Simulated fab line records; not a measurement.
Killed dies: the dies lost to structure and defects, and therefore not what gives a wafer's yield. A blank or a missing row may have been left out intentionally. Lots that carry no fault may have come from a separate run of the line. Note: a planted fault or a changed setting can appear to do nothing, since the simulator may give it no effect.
Struck lot and sound lot, side by side + flow n5_finfet + 14 steps out of a route of 1938
Sound: wafers L625.1, L625.4, L625.6. Struck: wafer L628.5; the same lot's L628.4 was not struck, so it is left out; see the end for the cause.
Order at every step that has rows: each side's tool, ch and its chambers, its first start. Under that, the readings that differ: sound wafers + struck wafers + difference of the means + sigmas: that difference in standard deviations of wafers without a fault.
alike: same words and numbers on both sides, and readings whose means sit less than 2 such deviations apart. not compared: any withheld reading, any reading some wafer has no value for, any bound like >300 that may hide the same value, and any number with overlapping values for which the record gives no deviation.
A row with sigmas, a row that says differs or no value, or rows on one side alone: a step with any of these is where the two part. Numbers that have no deviation but don't overlap get no sigmas and don't part them. A reading missing from all wafers of one side parts the sides only when that side holds two or more wafers.

first, 2 steps without rows for these wafers: N5_BEOL_M15_PRE_CLEAN_52 (time 15 s); N5_BEOL_M15_DEP_53 (deposits SiCN from 3MS/NH3, target thk 50 nm, time 17.8 s).
N5_BEOL_M15_RS_MEAS_54: the measuring method here is four-point-probe.
  struck on film_metro-02, day 13 23:40; sound on film_metro-01, day 12 20:08
| reading         | sound                | struck | difference | sigmas |
|-----------------|----------------------|--------|------------|--------|
| M15_RS (ohm/sq) | 0.0219 0.0223 0.0221 | 0.0210 | -0.0011    | -2     |
N5_BEOL_M15_INSPECT_55: inspects for defects (darkfield).
  struck on defect_inspect-01, day 13 23:42; sound on defect_inspect-02, day 12 20:09
  alike: raw_defect_count
N5_BEOL_M15_RC_MEAS_101:
  sound on prober-01 ch 0, day 12 20:11; struck on prober-02 ch 0, day 14 00:11
| reading          | sound                   | struck  | difference | sigmas |
|------------------|-------------------------|---------|------------|--------|
| COMB_M15 (S/m)   | 9e-13 2.2e-12 1.7e-12   | 3.1e-12 | +1.5e-12   | +2     |
| COMB_M7 (S/m)    | 2.4e-11 2.5e-11 1.7e-11 | 3.3e-11 | +1.1e-11   | +2     |
| SERP_M7 (ohm/um) | 14.4 14.6 14.4          | 13.4    | -1.1       | -2     |
  alike: COMB_M10, COMB_M11, COMB_M12, COMB_M13, COMB_M14, COMB_M14_max_site, COMB_M5, COMB_M6, COMB_M8, COMB_M9, SERP_M10, SERP_M11, SERP_M11_max_site, SERP_M12, SERP_M13, SERP_M14, SERP_M5, SERP_M6, SERP_M8, SERP_M9
then, 1 step without rows for these wafers: N5_PASSIVATION_PECVD_00 (deposits SiO2 from SiH4/N2O, target thk 200 nm, time 11.2 s).
N5_MIM_BOT_DEGAS_01: time 60 s.
  struck on pvd_sputter-03, day 14 01:14; sound on pvd_sputter-02, day 12 22:37
  alike: heater_power_w
N5_MIM_BOT_SPUTTER_00: material TiN, target thk 35 nm, time 89.7 s.
  struck on pvd_sputter-03, day 14 01:16; sound on pvd_sputter-02, day 12 22:39
  alike: throttle_valve_pct
N5_MIM_TOP_ALD_00: deposits Al2O3, purge time 3 s, co reactant pulse time 3 s.
  sound on ald_hk-02 ch 1,2,3, day 12 22:45; struck on ald_hk-03 ch 3, day 14 01:22
  alike: precursor_pulse_height_rel
N5_MIM_TOP_ALD_01: deposits HfO2, target thk 5.6 nm, pulse time 1 s, purge time 3 s.
  sound on ald_hk-02 ch 1,2,3; struck on ald_hk-03 ch 3
  alike: precursor_pulse_height_rel
then, 1 step without rows for these wafers: N5_MIM_TOP_ALD_02 (deposits Al2O3, purge time 3 s, co reactant pulse time 3 s).
N5_MIM_TOP_DEGAS_04: time 60 s.
  struck on pvd_sputter-01, day 14 02:32; sound on pvd_sputter-02, day 12 23:28
  alike: heater_power_w
N5_MIM_TOP_SPUTTER_03: material TiN, target thk 35 nm, time 89.7 s.
  struck on pvd_sputter-01, day 14 02:35; sound on pvd_sputter-02, day 12 23:31
| reading                                     | sound        | struck | difference | sigmas |
|---------------------------------------------|--------------|--------|------------|--------|
| model.TiN_of_MIM_TOP_SPUTTER_03.thk_nm (nm) | 34.2 35 35.2 | 26.2   | -8.6       |        |
  alike: throttle_valve_pct
then, 1 step without rows for these wafers: N5_MIM_TOP_LITHO_HMDS_01 (time 60 s).

== WHERE THEY PART ==
Last at N5_BEOL_M15_RC_MEAS_101 as far as this record goes, first at N5_BEOL_M15_RS_MEAS_54. Later steps at which nothing parts them and some readings are alike: N5_MIM_BOT_DEGAS_01, N5_MIM_BOT_SPUTTER_00, N5_MIM_TOP_ALD_00, N5_MIM_TOP_ALD_01, N5_MIM_TOP_DEGAS_04, N5_MIM_TOP_SPUTTER_03.

WHY: whatever the simulator had introduced
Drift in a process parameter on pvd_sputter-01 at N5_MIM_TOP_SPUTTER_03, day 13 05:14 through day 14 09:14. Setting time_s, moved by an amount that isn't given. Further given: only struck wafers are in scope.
